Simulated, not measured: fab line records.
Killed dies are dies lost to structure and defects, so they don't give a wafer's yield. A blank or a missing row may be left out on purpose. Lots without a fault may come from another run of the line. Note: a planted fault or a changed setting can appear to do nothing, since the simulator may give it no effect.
fab line records	flow nand-harc	part 2 of 2: steps 4 to 6 of 6
record lots=23	wafers=69	last-day=24
route steps=1159 shown A_CONTACT@948 A_BLC@982 A_M0@1005
lots that met no fault: from a run of the same line without faults
start-h: the number of hours between the record's first day and the start of the first shown wafer of the lot	wait-h: time in hours since the lot's previous step	" repeats the value in the row above	L1.1+2: a single row standing in for several wafers	- value missing, or start not given	* or withheld: withheld	< > ~ a bound
route shown NAME@n: NAME is a module with steps in the file, n the number in the route of the first one	usual: mean/standard deviation taken from wafers without a fault	same: alike in all rows	chamber/n: place in a boat	sites: each site's reading	_std_site: standard deviation of those values	_edge_site: mean of outer sites minus mean of inner sites	radius-mm: how far each site lies from the wafer's centre	mask NAME#n: copy n	behind: the tool/chamber that last shaped the wafer	hold: what put the lot on hold/how long, in hours/how the hold closed	device: which transistor (n, p or np) failed to switch	end of line: tests run on the same wafers once the route is complete	a step with no rows: only its recipe	killed: count of dies lost to structure and defects at first sort (not the wafer's yield)	map: dies across one wafer; x = killed, . = not, _ = none there
set.NAME: the run value of the setting; set.NAME@STEP: its run value at that earlier step	model.NAME: the simulator's own value behind a step, which no gauge read
a sample of lots followed through the steps of the route, with each step as a table and each wafer as a row
services: from which hour (start-h, from the record's first day; less than 0 if before it) a tool's chamber was out of use, for how many hours, and why
## steps
# step NHARC_A_BLC_STRIP_29
# recipe cf4-flow-sccm=150	ar-flow-sccm=0	bias-w=0	chemistry=CF4
# usual cf4-flow-sccm=149.9/0.44	drypump-motor-current-A=5.7/0.35	mfc-ar-sccm=0.004/0.0077	oes-product-au=0.999/0.014	rf-vpp-V=59.5/0.87	showerhead-plenum-p-Torr=1.81/0.058	throttle-valve-pct=13.285/0.0094
# same bias-w=0
lot.wafer	tool	chamber	start-h	wait-h	cf4-flow-sccm	drypump-motor-current-A	mfc-ar-sccm	oes-product-au	rf-hours-counter-h	rf-vpp-V	showerhead-plenum-p-Torr	throttle-valve-pct
L075.4	rie-diel-13	1	400.79	0.1	149.8	5.7	0	1.034	12	59.7	1.84	13.285
L075.3	"	3	"	"	150.4	6.3	0.006	1.005	10	60.4	1.88	13.260
L075.2	"	0	"	"	150.3	6.0	0	0.987	11	60.4	1.85	13.286
L074.1	rie-diel-04	0	401.75	0.1	150.5	6.0	0.013	1.008	38	58.9	1.71	13.279
L074.5	"	1	"	"	149.6	5.8	0	1.009	-	61.2	1.88	13.287
L074.6	"	2	"	"	149.3	5.5	0	0.976	-	60.1	1.73	13.273
L076.4	rie-diel-13	3	402.45	0.1	149.7	6.3	0.006	1.008	10	59.9	1.88	13.288
L076.2	"	0	"	"	150.6	6.0	0	0.985	11	61.0	1.85	13.265
L076.1	"	1	"	"	149.6	5.7	0	1.019	12	58.1	1.84	13.284
L079.3	rie-diel-13	2	406.30	0.1	149.4	5.6	0	0.985	12	60.2	1.86	13.267
L079.2	"	3	"	"	149.0	6.3	0.006	1.005	11	59.7	1.88	13.292
L079.6	"	2	"	"	149.9	5.6	0	0.981	-	60.6	1.86	13.304
L077.2	rie-diel-13	3	415.32	0.1	150.1	6.3	0.006	1.014	11	60.6	1.88	13.288
L077.3	"	0	"	"	150.2	6.0	0	0.987	13	59.9	1.85	13.285
L077.5	"	3	"	"	149.7	6.4	0.006	1.003	-	60.0	1.88	13.295
L080.1	rie-diel-07	0	426.16	0.1	150.1	5.5	0.025	0.982	2	59.3	1.77	13.288
L080.2	"	2	"	"	149.9	5.3	0	0.983	1	59.8	1.81	13.275
L080.6	"	3	"	"	149.6	5.3	0	0.999	-	57.6	1.76	13.290
L082.4	rie-diel-04	0	427.34	0.1	149.3	6.0	0.013	1.006	47	59.8	1.71	13.286
L082.3	"	3	"	"	150.9	5.2	0.001	1.004	47	58.8	1.69	13.295
L082.6	"	0	"	"	150.2	6.0	0.013	0.999	-	59.7	1.71	13.287
L081.3	rie-diel-07	3	439.25	0.1	149.4	5.3	0	1.001	3	60.3	1.76	13.287
L081.2	"	0	"	"	149.9	5.5	0.025	1.015	3	58.6	1.77	13.282
L081.5	"	2	"	"	150.0	5.3	0	0.995	-	59.2	1.81	13.267
L083.2	rie-diel-07	1	446.87	0.1	149.4	5.3	0.003	1.010	3	59.9	1.71	13.276
L083.5	"	0	"	"	149.9	5.5	0.025	0.996	-	59.1	1.77	13.274
L083.6	"	1	"	"	149.8	5.3	0.003	0.997	-	58.1	1.71	13.293
L084.1	rie-diel-13	2	447.89	0.1	150.2	5.6	0	0.985	17	60.2	1.86	13.286
L084.4	"	3	"	"	150.7	6.4	0.006	1.016	15	60.0	1.87	13.290
L084.5	"	1	"	"	150.5	5.7	0	1.008	-	59.8	1.84	13.287
L085.2	rie-diel-04	0	460.14	0.1	150.1	6.0	0.013	1.000	58	59.7	1.70	13.284
L085.3	"	3	"	"	150.7	5.2	0.001	1.005	60	58.0	1.68	13.278
L085.6	"	0	"	"	150.7	6.0	0.013	1.007	-	58.9	1.70	13.295
L088.4	rie-diel-07	2	460.95	0.1	151.1	5.3	0	0.995	5	58.4	1.81	13.274
L088.1	"	1	"	"	150.7	5.3	0.003	1.003	5	59.5	1.71	13.285
L088.5	"	3	"	"	149.2	5.3	0	1.007	-	58.4	1.76	13.281
L087.3	rie-diel-07	0	461.51	0.1	149.5	5.5	0.025	0.990	5	59.1	1.77	13.271
L087.2	"	2	"	"	150.0	5.3	0	0.998	5	59.8	1.81	13.288
L087.4	"	3	"	"	149.8	5.3	0	1.011	5	60.9	1.76	13.293
L086.4	rie-diel-07	3	470.80	0.1	149.3	5.3	0	0.990	7	60.4	1.76	13.291
L086.3	"	2	"	"	149.5	5.3	0	0.989	6	60.0	1.81	13.280
L086.5	"	3	"	"	149.7	5.3	0	1.004	-	58.7	1.76	13.293
L089.2	rie-diel-13	1	473.35	0.1	149.7	5.6	0	1.029	2	59.6	1.84	13.280
L089.3	"	2	"	"	149.6	5.6	0	0.982	2	60.5	1.86	13.305
L089.6	"	1	"	"	150.2	5.6	0	1.026	-	59.7	1.84	13.279
L090.1	rie-diel-13	3	487.78	0.1	149.3	6.4	0.006	1.008	2	59.5	1.87	13.269
L090.3	"	2	"	"	150.4	5.6	0	0.991	2	59.9	1.86	13.294
L090.5	"	3	"	"	149.9	6.4	0.006	0.994	-	59.1	1.87	13.289
L091.2	rie-diel-13	0	498.16	0.1	149.9	6.0	0	1.002	3	61.2	1.85	13.285
L091.4	"	2	"	"	150.2	5.6	0	0.984	3	60.1	1.86	13.284
L091.3	"	3	"	"	149.9	6.4	0.006	1.002	3	59.5	1.87	13.282
L094.1	rie-diel-07	1	499.01	0.1	150.1	5.3	0.003	1.003	9	58.5	1.71	13.272
L094.4	"	0	"	"	149.8	5.5	0.025	0.983	-	59.0	1.77	13.292
L094.6	"	2	"	"	150.1	5.3	0	0.995	-	60.0	1.81	13.276
L093.1	rie-diel-07	0	499.72	0.1	149.7	5.5	0.025	0.982	10	58.6	1.77	13.281
L093.6	"	0	"	"	149.8	5.5	0.025	0.984	-	59.1	1.77	13.303
L093.5	"	1	"	"	149.8	5.3	0.003	0.990	-	59.7	1.71	13.301
L092.1	rie-diel-13	0	509.86	0.1	149.5	6.1	0	0.980	4	58.9	1.85	13.285
L092.4	"	2	"	"	150.0	5.6	0	0.982	4	60.2	1.86	13.283
L092.2	"	3	"	"	149.6	6.4	0.006	0.986	4	60.0	1.87	13.290
L095.3	rie-diel-07	3	515.77	0.1	149.7	5.3	0	1.011	10	59.6	1.76	13.290
L095.2	"	0	"	"	149.9	5.5	0.025	0.995	12	59.9	1.77	13.304
L095.6	"	3	"	"	150.2	5.3	0	1.014	-	57.5	1.76	13.286
L097.2	rie-diel-13	0	528.75	0.1	150.2	6.0	0	0.991	6	61.4	1.84	13.284
L097.3	"	1	"	"	149.6	5.6	0	1.019	6	58.6	1.83	13.284
L097.5	"	0	"	"	149.9	6.0	0	0.994	-	60.1	1.84	13.290
L096.3	rie-diel-13	3	529.20	0.1	150.0	6.3	0.006	0.992	6	59.8	1.87	13.273
L096.4	"	0	"	"	150.2	6.1	0	0.991	-	60.2	1.84	13.286
L096.6	"	3	"	"	149.6	6.3	0.006	1.000	-	57.9	1.87	13.303
# step NHARC_A_M0_OVL_MEAS_10
# recipe pitch-nm=160
# usual overlay-x-nm=0.2/0.75	overlay-y-nm=0.1/0.81
lot.wafer	tool	chamber	start-h	wait-h	overlay-x-nm	overlay-y-nm
L075.2	overlay-02	-	403.85	-	-0.2	0.4
L075.3	"	-	"	"	0.5	-0.1
L075.4	"	-	"	"	0.8	0.2
L074.1	overlay-02	-	404.89	-	1.0	1.2
L074.5	"	-	"	"	1.6	0.9
L074.6	"	-	"	"	2.1	0.5
L076.1	overlay-02	-	405.80	-	0.1	1.2
L076.2	"	-	"	"	0.2	0.5
L076.4	"	-	"	"	0.0	1.2
L079.2	overlay-01	-	410.58	-	1.2	0.6
L079.3	"	-	"	"	0.6	0.3
L079.6	"	-	"	"	0.8	0.4
L077.2	overlay-01	-	420.65	-	0.4	1.0
L077.3	"	-	"	"	0.5	0.9
L077.5	"	-	"	"	0.0	1.3
L080.1	overlay-02	-	429.27	-	0.7	0.1
L080.2	"	-	"	"	0.6	-0.6
L080.6	"	-	"	"	0.7	-0.2
L082.3	overlay-02	-	430.12	-	0.2	-1.0
L082.4	"	-	"	"	0.0	-1.3
L082.6	"	-	"	"	-0.1	-1.1
L081.2	overlay-01	-	442.96	-	0.2	1.1
L081.3	"	-	"	"	0.2	1.2
L081.5	"	-	"	"	0.2	1.7
L083.2	overlay-01	-	449.88	-	0.9	0.5
L083.5	"	-	"	"	0.5	0.2
L083.6	"	-	"	"	0.8	1.3
L084.1	overlay-01	-	450.77	-	1.8	-0.2
L084.4	"	-	"	"	1.1	-0.4
L084.5	"	-	"	"	0.9	-0.5
L085.2	overlay-01	-	465.54	-	0.4	0.2
L085.3	"	-	"	"	0.6	-0.1
L085.6	"	-	"	"	0.3	-0.7
L088.1	overlay-01	-	465.97	-	0.5	-0.7
L088.4	"	-	"	"	0.5	-1.0
L088.5	"	-	"	"	0.0	-0.8
L087.2	overlay-01	-	466.30	-	-0.1	1.2
L087.3	"	-	"	"	-0.4	0.8
L087.4	"	-	"	"	-0.3	0.5
L086.3	overlay-01	-	473.59	-	0.4	-0.8
L086.4	"	-	"	"	-0.6	-0.1
L086.5	"	-	"	"	-0.4	-0.7
L089.2	overlay-01	-	476.64	-	-0.1	1.3
L089.3	"	-	"	"	-0.1	1.2
L089.6	"	-	"	"	-0.3	1.2
L090.1	overlay-02	-	496.75	-	-0.2	-0.2
L090.3	"	-	"	"	0.8	0.5
L090.5	"	-	"	"	-0.1	0.6
L091.2	overlay-02	-	504.67	-	-1.0	0.0
L091.3	"	-	"	"	-0.8	-0.3
L091.4	"	-	"	"	-0.8	-0.8
L094.1	overlay-01	-	505.28	-	0.9	-1.0
L094.4	"	-	"	"	0.7	-0.7
L094.6	"	-	"	"	0.5	-0.9
L093.1	overlay-01	-	505.70	-	1.2	0.6
L093.5	"	-	"	"	0.8	0.7
L093.6	"	-	"	"	1.1	0.6
L092.1	overlay-02	-	512.76	-	-0.1	-0.7
L092.2	"	-	"	"	-0.3	-0.2
L092.4	"	-	"	"	-0.7	-0.5
L095.2	overlay-02	-	525.04	-	-0.2	-0.3
L095.3	"	-	"	"	-0.3	-0.2
L095.6	"	-	"	"	-1.0	0.0
L097.2	overlay-02	-	533.45	-	-1.0	0.2
L097.3	"	-	"	"	0.3	1.1
L097.5	"	-	"	"	0.0	1.3
L096.3	overlay-01	-	535.65	-	0.1	-0.2
L096.4	"	-	"	"	0.2	-0.7
L096.6	"	-	"	"	-0.1	-0.2
# step NHARC_A_M0_INSPECT_11
# usual raw-defect-count=26/10
lot.wafer	tool	chamber	start-h	wait-h	raw-defect-count
L075.2	defect-inspect-01	-	403.89	0.0	26
L075.3	"	-	"	"	35
L075.4	"	-	"	"	30
L074.1	defect-inspect-01	-	404.93	0.0	29
L074.5	"	-	"	"	24
L074.6	"	-	"	"	19
L076.1	defect-inspect-02	-	405.83	0.0	7
L076.2	"	-	"	"	9
L076.4	"	-	"	"	11
L079.2	defect-inspect-01	-	410.62	0.0	18
L079.3	"	-	"	"	9
L079.6	"	-	"	"	11
L077.2	defect-inspect-02	-	420.69	0.0	24
L077.3	"	-	"	"	26
L077.5	"	-	"	"	24
L080.1	defect-inspect-02	-	429.30	0.0	30
L080.2	"	-	"	"	38
L080.6	"	-	"	"	25
L082.3	defect-inspect-01	-	430.15	0.0	27
L082.4	"	-	"	"	21
L082.6	"	-	"	"	25
L081.2	defect-inspect-01	-	442.99	0.0	47
L081.3	"	-	"	"	32
L081.5	"	-	"	"	41
L083.2	defect-inspect-01	-	449.92	0.0	28
L083.5	"	-	"	"	40
L083.6	"	-	"	"	32
L084.1	defect-inspect-02	-	450.80	0.0	33
L084.4	"	-	"	"	31
L084.5	"	-	"	"	32
L085.2	defect-inspect-01	-	465.57	0.0	27
L085.3	"	-	"	"	27
L085.6	"	-	"	"	30
L088.1	defect-inspect-02	-	466.01	0.0	34
L088.4	"	-	"	"	52
L088.5	"	-	"	"	31
L087.2	defect-inspect-02	-	466.33	0.0	32
L087.3	"	-	"	"	25
L087.4	"	-	"	"	31
L086.3	defect-inspect-02	-	473.62	0.0	9
L086.4	"	-	"	"	10
L086.5	"	-	"	"	13
L089.2	defect-inspect-02	-	476.68	0.0	11
L089.3	"	-	"	"	11
L089.6	"	-	"	"	11
L090.1	defect-inspect-01	-	496.79	0.0	38
L090.3	"	-	"	"	38
L090.5	"	-	"	"	37
L091.2	defect-inspect-01	-	504.71	0.0	28
L091.3	"	-	"	"	33
L091.4	"	-	"	"	34
L094.1	defect-inspect-02	-	505.32	0.0	34
L094.4	"	-	"	"	44
L094.6	"	-	"	"	45
L093.1	defect-inspect-01	-	505.74	0.0	31
L093.5	"	-	"	"	34
L093.6	"	-	"	"	28
L092.1	defect-inspect-01	-	512.79	0.0	35
L092.2	"	-	"	"	37
L092.4	"	-	"	"	35
L095.2	defect-inspect-02	-	525.07	0.0	24
L095.3	"	-	"	"	21
L095.6	"	-	"	"	20
L097.2	defect-inspect-02	-	533.48	0.0	14
L097.3	"	-	"	"	23
L097.5	"	-	"	"	18
L096.3	defect-inspect-02	-	535.69	0.0	16
L096.4	"	-	"	"	12
L096.6	"	-	"	"	12
## services
tool	chamber	start-h	hours	kind
rie-diel-11	-	366.50	9.0	pm
rie-diel-11	0	366.50	9.0	vent-cycle
rie-diel-11	1	366.50	9.0	vent-cycle
rie-diel-11	2	366.50	9.0	vent-cycle
rie-diel-11	3	366.50	9.0	vent-cycle
rie-diel-11	0	375.50	-	clean
rie-diel-11	2	389.44	2.3	repair
rie-diel-06	1	401.58	7.4	repair
rie-diel-07	-	405.20	9.0	pm
rie-diel-04	1	406.37	17.4	repair
rie-diel-06	-	418.21	9.0	pm
rie-diel-04	0	449.88	2.4	repair
rie-diel-13	-	453.00	9.0	pm
rie-diel-06	2	465.01	7.0	repair
rie-diel-04	2	465.43	6.1	repair
rie-diel-04	-	466.57	9.0	pm
rie-diel-11	0	469.31	12.6	repair
rie-diel-06	3	471.49	6.7	repair
har-cap-etch-03	-	471.93	0.8	repair
rie-diel-13	-	475.60	0.5	repair
rie-diel-07	3	482.81	18.6	repair
rie-diel-13	2	520.62	9.9	repair
rie-diel-05	1	521.02	1.9	repair
rie-diel-05	-	525.55	9.0	pm
